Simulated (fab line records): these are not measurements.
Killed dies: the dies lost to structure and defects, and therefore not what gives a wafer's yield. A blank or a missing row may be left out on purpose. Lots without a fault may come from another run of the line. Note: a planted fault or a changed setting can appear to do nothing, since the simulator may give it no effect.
What tool caused it? || flow n5 finfet || 8 lots with 24 wafers sampled at 6 steps, on a route of 1938 steps

WHAT THE GAUGES SHOWED, per wafer
N5_BEOL_M4_RC_MEAS_101.
{"lot": "L325", "measured": "day 7 23:47", "on": "prober-02", "DIBL_N (mV/V)": "34.1 34.6 33.9", "DIBL_P (mV/V)": "33.9 33.9 33.5", "IOFF_N (nA/um)": "0.133 0.134 0.132", "IOFF_P (nA/um)": "0.19 0.19 0.19", "ION_N (uA/um)": "656 662 662", "ION_P (uA/um)": "460 461 458", "SS_N (mV/dec)": "71.0 71.0 71.2", "SS_P (mV/dec)": "72.6 72.5 71.9", "VT_N (mV)": "250.9 250.6 251.0", "VT_P (mV)": "-253 -251 -251"}
{"lot": "L326", "measured": "day 8 03:09", "on": "prober-01", "DIBL_N (mV/V)": "37.2 38.6 37.5", "DIBL_P (mV/V)": "36.9 38.1 36.5", "IOFF_N (nA/um)": "0.157 0.177 0.162", "IOFF_P (nA/um)": "0.24 0.26 0.23", "ION_N (uA/um)": "676 668 657", "ION_P (uA/um)": "464 462 459", "SS_N (mV/dec)": "71.4 71.9 71.5", "SS_P (mV/dec)": "73.3 73.2 73.3", "VT_N (mV)": "248.2 253.6 249.9", "VT_P (mV)": "-248 -247 -248"}
{"lot": "L328", "measured": "day 8 18:55", "on": "prober-02", "DIBL_N (mV/V)": "37.5 35.3 36.6", "DIBL_P (mV/V)": "37.0 35.4 36.1", "IOFF_N (nA/um)": "0.171 0.139 0.158", "IOFF_P (nA/um)": "0.19 0.17 0.17", "ION_N (uA/um)": "671 667 682", "ION_P (uA/um)": "453 457 453", "SS_N (mV/dec)": "71.6 71.5 71.3", "SS_P (mV/dec)": "73.5 72.9 73.1", "VT_N (mV)": "251.9 252.9 249.6", "VT_P (mV)": "-253 -256 -255"}
{"lot": "L332", "measured": "day 10 07:44", "on": "prober-02", "DIBL_N (mV/V)": "36.9 35.0 33.3", "DIBL_P (mV/V)": "35.8 32.7 30.2", "IOFF_N (nA/um)": "0.173 0.126 0.109", "IOFF_P (nA/um)": "0.23 0.18 0.15", "ION_N (uA/um)": "685 672 667", "ION_P (uA/um)": "470 463 459", "SS_N (mV/dec)": "71.2 71.3 70.4", "SS_P (mV/dec)": "73.4 73.2 71.5", "VT_N (mV)": "246.9 252.6 251.0", "VT_P (mV)": "-246 -253 -253"}
{"lot": "L334", "measured": "day 11 06:26", "on": "prober-01", "DIBL_N (mV/V)": "37.1 35.9 34.3", "DIBL_P (mV/V)": "36.8 35.9 34.1", "IOFF_N (nA/um)": "0.153 0.133 0.112", "IOFF_P (nA/um)": "0.19 0.18 0.16", "ION_N (uA/um)": "664 659 663", "ION_P (uA/um)": "449 456 458", "SS_N (mV/dec)": "71.8 71.8 71.4", "SS_P (mV/dec)": "73.2 73.1 72.6", "VT_N (mV)": "253.2 252.5 255.3", "VT_P (mV)": "-255 -252 -252"}
{"lot": "L338", "measured": "day 11 06:43", "on": "prober-02", "DIBL_N (mV/V)": "39.8 39.0 37.7", "DIBL_P (mV/V)": "39.2 38.7 37.4", "IOFF_N (nA/um)": "0.216 0.187 0.174", "IOFF_P (nA/um)": "0.27 0.26 0.23", "ION_N (uA/um)": "676 681 677", "ION_P (uA/um)": "465 469 469", "SS_N (mV/dec)": "72.6 72.3 71.6", "SS_P (mV/dec)": "75.1 74.7 74.1", "VT_N (mV)": "247.0 247.1 245.2", "VT_P (mV)": "-246 -246 -249"}
{"lot": "L342", "measured": "day 12 21:00", "on": "prober-02", "DIBL_N (mV/V)": "35.7 35.2 36.8", "DIBL_P (mV/V)": "34.0 35.1 36.5", "IOFF_N (nA/um)": "0.140 0.140 0.166", "IOFF_P (nA/um)": "0.22 0.23 0.26", "ION_N (uA/um)": "665 661 679", "ION_P (uA/um)": "466 467 473", "SS_N (mV/dec)": "71.0 71.2 71.3", "SS_P (mV/dec)": "72.2 72.9 73.4", "VT_N (mV)": "254.9 252.9 251.1", "VT_P (mV)": "-248 -247 -244"}
{"lot": "L348", "measured": "day 14 10:36", "on": "prober-02", "DIBL_N (mV/V)": "36.9 37.7 37.4", "DIBL_P (mV/V)": "35.3 36.1 35.3", "IOFF_N (nA/um)": "0.148 0.170 0.148", "IOFF_P (nA/um)": "0.20 0.21 0.19", "ION_N (uA/um)": "680 679 672", "ION_P (uA/um)": "458 459 461", "SS_N (mV/dec)": "70.7 72.0 71.9", "SS_P (mV/dec)": "72.9 73.4 72.2", "VT_N (mV)": "251.6 249.5 249.1", "VT_P (mV)": "-250 -251 -251"}

EACH LOT AND THE TOOL THAT RAN IT (in order: tool; ch and the chambers of the sampled wafers; start)
{"lot": "L325", "N5_FIN_SAQP_PECVD_06": "pecvd-02 ch 0,2, day 1 21:23", "N5_FIN_SAQP_DESCUM_21": "rie diel-06 ch 1,3, day 1 23:01", "N5_FIN_SAQP_ETCH_52": "rie diel-06 ch 1,3, day 1 23:07", "N5_FIN_SAQP_MANDREL_ETCH_22": "rie si-05 ch 1,3, day 1 23:18", "N5_FIN_SAQP_ETCH_57": "rie diel-06 ch 0,3, day 2 01:26"}
{"lot": "L326", "N5_FIN_SAQP_PECVD_06": "pecvd-03 ch 0,1,2, day 2 04:29", "N5_FIN_SAQP_DESCUM_21": "rie diel-01 ch 0,3, day 2 05:09", "N5_FIN_SAQP_ETCH_52": "rie diel-01 ch 0,3, day 2 05:14", "N5_FIN_SAQP_MANDREL_ETCH_22": "rie si-06 ch 0,1,2, day 2 05:26", "N5_FIN_SAQP_ETCH_57": "rie diel-01 ch 0,1, day 2 07:16"}
{"lot": "L328", "N5_FIN_SAQP_PECVD_06": "pecvd-01 ch 0,1, day 2 15:05", "N5_FIN_SAQP_DESCUM_21": "rie diel-01 ch 0,2,3, day 2 15:38", "N5_FIN_SAQP_ETCH_52": "rie diel-01 ch 0,2,3, day 2 15:44", "N5_FIN_SAQP_MANDREL_ETCH_22": "rie si-05 ch 0,1,2, day 2 15:55", "N5_FIN_SAQP_ETCH_57": "rie diel-06 ch 0,1,3, day 2 17:44"}
{"lot": "L332", "N5_FIN_SAQP_PECVD_06": "pecvd-01 ch 0,2, day 3 15:46", "N5_FIN_SAQP_DESCUM_21": "rie diel-02 ch 0,1,2, day 3 16:28", "N5_FIN_SAQP_ETCH_52": "rie diel-02 ch 0,1,2, day 3 16:34", "N5_FIN_SAQP_MANDREL_ETCH_22": "rie si-04 ch 0,1,2, day 3 16:45", "N5_FIN_SAQP_ETCH_57": "rie diel-01 ch 2,3, day 3 19:08"}
{"lot": "L334", "N5_FIN_SAQP_PECVD_06": "pecvd-03 ch 0,1, day 4 02:45", "N5_FIN_SAQP_DESCUM_21": "rie diel-01 ch 0,1,2, day 4 03:25", "N5_FIN_SAQP_ETCH_52": "rie diel-01 ch 0,1,2, day 4 03:31", "N5_FIN_SAQP_MANDREL_ETCH_22": "rie si-06 ch 0,3, day 4 03:43", "N5_FIN_SAQP_ETCH_57": "rie diel-02 ch 2,3, day 4 05:31"}
{"lot": "L338", "N5_FIN_SAQP_PECVD_06": "pecvd-01 ch 0,2, day 5 04:51", "N5_FIN_SAQP_DESCUM_21": "rie diel-01 ch 0,3, day 5 05:29", "N5_FIN_SAQP_ETCH_52": "rie diel-01 ch 0,3, day 5 05:35", "N5_FIN_SAQP_MANDREL_ETCH_22": "rie si-06 ch 0,2,3, day 5 05:46", "N5_FIN_SAQP_ETCH_57": "rie diel-01 ch 1,2,3, day 5 07:37"}
{"lot": "L342", "N5_FIN_SAQP_PECVD_06": "pecvd-02 ch 0,1,2, day 6 04:28", "N5_FIN_SAQP_DESCUM_21": "rie diel-01 ch 1,2,3, day 6 05:28", "N5_FIN_SAQP_ETCH_52": "rie diel-01 ch 1,2,3, day 6 05:33", "N5_FIN_SAQP_MANDREL_ETCH_22": "rie si-05 ch 0,1,3, day 6 05:44", "N5_FIN_SAQP_ETCH_57": "rie diel-06 ch 0,1,3, day 6 07:32"}
{"lot": "L348", "N5_FIN_SAQP_PECVD_06": "pecvd-02 ch 0,1, day 7 15:09", "N5_FIN_SAQP_DESCUM_21": "rie diel-02 ch 0,1,3, day 7 15:49", "N5_FIN_SAQP_ETCH_52": "rie diel-02 ch 0,1,3, day 7 15:55", "N5_FIN_SAQP_MANDREL_ETCH_22": "rie si-05 ch 0,2,3, day 7 16:06", "N5_FIN_SAQP_ETCH_57": "rie diel-02 ch 1,2,3, day 7 18:02"}
- N5_FIN_SAQP_PECVD_06: deposits a-Si from SiH4/He, target thk 60 nm, time 48.1 s.
- N5_FIN_SAQP_DESCUM_21: chemistry O2, time 7.9 s.
- N5_FIN_SAQP_ETCH_52: etches SOC in N2/H2, target depth 100 nm, overetch 20 nm, time 150 s.
- N5_FIN_SAQP_MANDREL_ETCH_22: etches a-Si in HBr/Cl2, stops on SiNx, target depth 60 nm, bt time 10 s, time 30 s.
- N5_FIN_SAQP_ETCH_57: etches SiNx in CH3F/O2, target depth 32.5 nm, time 46.4 s.

AS READ BY THE TOOLS THEMSELVES (means over the sampled wafers that have a number; for cases with no such wafer, the mark the record gives instead)
N5_FIN_SAQP_PECVD_06.
{"lot": "L325", "tool": "pecvd-02", "heater power outer w (W)": 563, "heater power w (W)": 881, "showerhead plenum p Torr (Torr)": 5.64, "throttle valve pct (%)": 18.1}
{"lot": "L326", "tool": "pecvd-03", "heater power outer w (W)": 511, "heater power w (W)": 825, "showerhead plenum p Torr (Torr)": 5.66, "throttle valve pct (%)": 17.9}
{"lot": "L328", "tool": "pecvd-01", "heater power outer w (W)": 490, "heater power w (W)": 804, "showerhead plenum p Torr (Torr)": 5.59, "throttle valve pct (%)": 18.0}
{"lot": "L332", "tool": "pecvd-01", "heater power outer w (W)": 504, "heater power w (W)": 831, "showerhead plenum p Torr (Torr)": 5.59, "throttle valve pct (%)": 18.4}
{"lot": "L334", "tool": "pecvd-03", "heater power outer w (W)": 521, "heater power w (W)": 845, "showerhead plenum p Torr (Torr)": 5.67, "throttle valve pct (%)": 18.2}
{"lot": "L338", "tool": "pecvd-01", "heater power outer w (W)": 457, "heater power w (W)": 763, "showerhead plenum p Torr (Torr)": 5.58, "throttle valve pct (%)": 18.1}
{"lot": "L342", "tool": "pecvd-02", "heater power outer w (W)": 557, "heater power w (W)": 895, "showerhead plenum p Torr (Torr)": 5.66, "throttle valve pct (%)": 18.1}
{"lot": "L348", "tool": "pecvd-02", "heater power outer w (W)": 571, "heater power w (W)": 956, "showerhead plenum p Torr (Torr)": 5.67, "throttle valve pct (%)": 18.5}

N5_FIN_SAQP_DESCUM_21.
{"lot": "L325", "tool": "rie diel-06", "drypump motor current A (A)": 6.3, "oes product au (a.u.)": 0.69, "rf vpp V (V)": 242.2, "showerhead plenum p Torr (Torr)": 2.03, "throttle valve pct (%)": 20.59}
{"lot": "L326", "tool": "rie diel-01", "drypump motor current A (A)": 5.4, "oes product au (a.u.)": 0.70, "rf vpp V (V)": 243.4, "showerhead plenum p Torr (Torr)": 2.10, "throttle valve pct (%)": 20.59}
{"lot": "L328", "tool": "rie diel-01", "drypump motor current A (A)": 5.2, "oes product au (a.u.)": 0.73, "rf vpp V (V)": 242.9, "showerhead plenum p Torr (Torr)": 2.03, "throttle valve pct (%)": 20.55}
{"lot": "L332", "tool": "rie diel-02", "drypump motor current A (A)": 5.6, "oes product au (a.u.)": 0.81, "rf vpp V (V)": 243.2, "showerhead plenum p Torr (Torr)": 2.17, "throttle valve pct (%)": 20.61}
{"lot": "L334", "tool": "rie diel-01", "drypump motor current A (A)": 5.1, "oes product au (a.u.)": 0.77, "rf vpp V (V)": 241.4, "showerhead plenum p Torr (Torr)": 1.98, "throttle valve pct (%)": 20.54}
{"lot": "L338", "tool": "rie diel-01", "drypump motor current A (A)": 5.2, "oes product au (a.u.)": 0.70, "rf vpp V (V)": 241.3, "showerhead plenum p Torr (Torr)": 2.04, "throttle valve pct (%)": 20.52}
{"lot": "L342", "tool": "rie diel-01", "drypump motor current A (A)": 5.3, "oes product au (a.u.)": 0.74, "rf vpp V (V)": 242.1, "showerhead plenum p Torr (Torr)": 2.03, "throttle valve pct (%)": 20.66}
{"lot": "L348", "tool": "rie diel-02", "drypump motor current A (A)": 5.7, "oes product au (a.u.)": 0.78, "rf vpp V (V)": 244.1, "showerhead plenum p Torr (Torr)": 2.16, "throttle valve pct (%)": 20.53}

N5_FIN_SAQP_ETCH_52.
{"lot": "L325", "tool": "rie diel-06", "drypump motor current A (A)": 6.3, "oes product au (a.u.)": 0.62, "rf fwd power W (W)": 834.7, "rf vpp V (V)": 522, "showerhead plenum p Torr (Torr)": 2.47, "throttle valve pct (%)": 18.01}
{"lot": "L326", "tool": "rie diel-01", "drypump motor current A (A)": 5.4, "oes product au (a.u.)": 0.63, "rf fwd power W (W)": 836.7, "rf vpp V (V)": 524, "showerhead plenum p Torr (Torr)": 2.56, "throttle valve pct (%)": 18.03}
{"lot": "L328", "tool": "rie diel-01", "drypump motor current A (A)": 5.2, "oes product au (a.u.)": 0.66, "rf fwd power W (W)": 834.9, "rf vpp V (V)": 522, "showerhead plenum p Torr (Torr)": 2.47, "throttle valve pct (%)": 17.99}
{"lot": "L332", "tool": "rie diel-02", "drypump motor current A (A)": 5.6, "oes product au (a.u.)": 0.72, "rf fwd power W (W)": 836.3, "rf vpp V (V)": 526, "showerhead plenum p Torr (Torr)": 2.63, "throttle valve pct (%)": 17.99}
{"lot": "L334", "tool": "rie diel-01", "drypump motor current A (A)": 5.1, "oes product au (a.u.)": 0.69, "rf fwd power W (W)": 837.8, "rf vpp V (V)": 520, "showerhead plenum p Torr (Torr)": 2.41, "throttle valve pct (%)": 17.95}
{"lot": "L338", "tool": "rie diel-01", "drypump motor current A (A)": 5.2, "oes product au (a.u.)": 0.63, "rf fwd power W (W)": 838.1, "rf vpp V (V)": 522, "showerhead plenum p Torr (Torr)": 2.48, "throttle valve pct (%)": 17.97}
{"lot": "L342", "tool": "rie diel-01", "drypump motor current A (A)": 5.3, "oes product au (a.u.)": 0.67, "rf fwd power W (W)": 836.5, "rf vpp V (V)": 521, "showerhead plenum p Torr (Torr)": 2.47, "throttle valve pct (%)": 18.07}
{"lot": "L348", "tool": "rie diel-02", "drypump motor current A (A)": 5.7, "oes product au (a.u.)": 0.70, "rf fwd power W (W)": 836.8, "rf vpp V (V)": 527, "showerhead plenum p Torr (Torr)": 2.63, "throttle valve pct (%)": 17.92}

N5_FIN_SAQP_MANDREL_ETCH_22.
{"lot": "L325", "tool": "rie si-05", "drypump motor current A (A)": 5.4, "oes product au (a.u.)": 0.765, "rf fwd power W (W)": 798.9, "throttle valve pct (%)": 35.1}
{"lot": "L326", "tool": "rie si-06", "drypump motor current A (A)": 5.8, "oes product au (a.u.)": 0.782, "rf fwd power W (W)": 795.3, "throttle valve pct (%)": 35.4}
{"lot": "L328", "tool": "rie si-05", "drypump motor current A (A)": 6.1, "oes product au (a.u.)": 0.771, "rf fwd power W (W)": 795.8, "throttle valve pct (%)": 35.4}
{"lot": "L332", "tool": "rie si-04", "drypump motor current A (A)": 5.9, "oes product au (a.u.)": 0.770, "rf fwd power W (W)": 795.9, "throttle valve pct (%)": 35.4}
{"lot": "L334", "tool": "rie si-06", "drypump motor current A (A)": 6.0, "oes product au (a.u.)": 0.753, "rf fwd power W (W)": 791.0, "throttle valve pct (%)": 35.8}
{"lot": "L338", "tool": "rie si-06", "drypump motor current A (A)": 5.9, "oes product au (a.u.)": 0.772, "rf fwd power W (W)": 858.4, "throttle valve pct (%)": 35.5}
{"lot": "L342", "tool": "rie si-05", "drypump motor current A (A)": 5.7, "oes product au (a.u.)": 0.765, "rf fwd power W (W)": 796.3, "throttle valve pct (%)": 35.2}
{"lot": "L348", "tool": "rie si-05", "drypump motor current A (A)": 5.5, "oes product au (a.u.)": 0.763, "rf fwd power W (W)": 791.8, "throttle valve pct (%)": 35.3}

N5_FIN_SAQP_ETCH_57.
{"lot": "L325", "tool": "rie diel-06", "drypump motor current A (A)": 6.1, "etch rf on time s (s)": 46.6, "oes product au (a.u.)": 0.65, "rf fwd power W (W)": 384.5, "rf vpp V (V)": 299.1, "showerhead plenum p Torr (Torr)": 2.03, "throttle valve pct (%)": 16.39}
{"lot": "L326", "tool": "rie diel-01", "drypump motor current A (A)": 5.2, "etch rf on time s (s)": 46.4, "oes product au (a.u.)": 0.69, "rf fwd power W (W)": 388.9, "rf vpp V (V)": 295.0, "showerhead plenum p Torr (Torr)": 1.93, "throttle valve pct (%)": 16.38}
{"lot": "L328", "tool": "rie diel-06", "drypump motor current A (A)": 6.1, "etch rf on time s (s)": 47.2, "oes product au (a.u.)": 0.65, "rf fwd power W (W)": 386.7, "rf vpp V (V)": 297.1, "showerhead plenum p Torr (Torr)": 2.00, "throttle valve pct (%)": 16.47}
{"lot": "L332", "tool": "rie diel-01", "drypump motor current A (A)": 5.1, "etch rf on time s (s)": 45.8, "oes product au (a.u.)": 0.63, "rf fwd power W (W)": 390.1, "rf vpp V (V)": 295.1, "showerhead plenum p Torr (Torr)": 1.92, "throttle valve pct (%)": 16.54}
{"lot": "L334", "tool": "rie diel-02", "drypump motor current A (A)": 5.5, "etch rf on time s (s)": 47.0, "oes product au (a.u.)": 0.62, "rf fwd power W (W)": 385.9, "rf vpp V (V)": 299.5, "showerhead plenum p Torr (Torr)": 1.99, "throttle valve pct (%)": 16.36}
{"lot": "L338", "tool": "rie diel-01", "drypump motor current A (A)": 5.3, "etch rf on time s (s)": 46.0, "oes product au (a.u.)": 0.64, "rf fwd power W (W)": 389.7, "rf vpp V (V)": 295.4, "showerhead plenum p Torr (Torr)": 1.94, "throttle valve pct (%)": 16.54}
{"lot": "L342", "tool": "rie diel-06", "drypump motor current A (A)": 6.1, "etch rf on time s (s)": 47.0, "oes product au (a.u.)": 0.70, "rf fwd power W (W)": 387.6, "rf vpp V (V)": 297.6, "showerhead plenum p Torr (Torr)": 1.99, "throttle valve pct (%)": 16.37}
{"lot": "L348", "tool": "rie diel-02", "drypump motor current A (A)": 5.5, "etch rf on time s (s)": 46.8, "oes product au (a.u.)": 0.64, "rf fwd power W (W)": 385.9, "rf vpp V (V)": 297.7, "showerhead plenum p Torr (Torr)": 2.02, "throttle valve pct (%)": 16.42}

THE ANSWER, worked out from the rows above alone
Rule: the lots themselves supply what counts as usual. Put in order of their means at a reading, lots are off if they are a third of the lots or fewer, leave a main group of 4 or more, and stand apart from it by a gap of 3 or more times the standard deviation of the main group's means; of several such gaps the widest counts. Not used: any main group whose means are identical at the precision the tables above print for the reading. Also off: a lot with no number at a reading for which 4 or more lots have one. The other lots that the step has rows for count as sound. Order of review: gauges by route order, followed by the tools' own readings, for which a lot's mean as printed above is used. At the first step where some lot is off, the reading lying furthest off is the one used; lots without a number count as furthest.
Off: L338, at N5_BEOL_M4_RC_MEAS_101 (SS_P). The main group: mean 72.9 mV/dec, standard deviation 0.29.
If a tool, at a process step before that reading, ran all the lots that are off and no sound lot after the first of them, it fits. Not tried: the gauges at N5_BEOL_M4_RC_MEAS_101; whatever is off there is also off at N5_FIN_SAQP_MANDREL_ETCH_22, on other tools, and gauge error can't account for it. Can't be told from this: 3 tools fit, pecvd-01 at N5_FIN_SAQP_PECVD_06, rie si-06 at N5_FIN_SAQP_MANDREL_ETCH_22, rie diel-01 at N5_FIN_SAQP_ETCH_57.

WHAT THE SIMULATOR HAD INSERTED
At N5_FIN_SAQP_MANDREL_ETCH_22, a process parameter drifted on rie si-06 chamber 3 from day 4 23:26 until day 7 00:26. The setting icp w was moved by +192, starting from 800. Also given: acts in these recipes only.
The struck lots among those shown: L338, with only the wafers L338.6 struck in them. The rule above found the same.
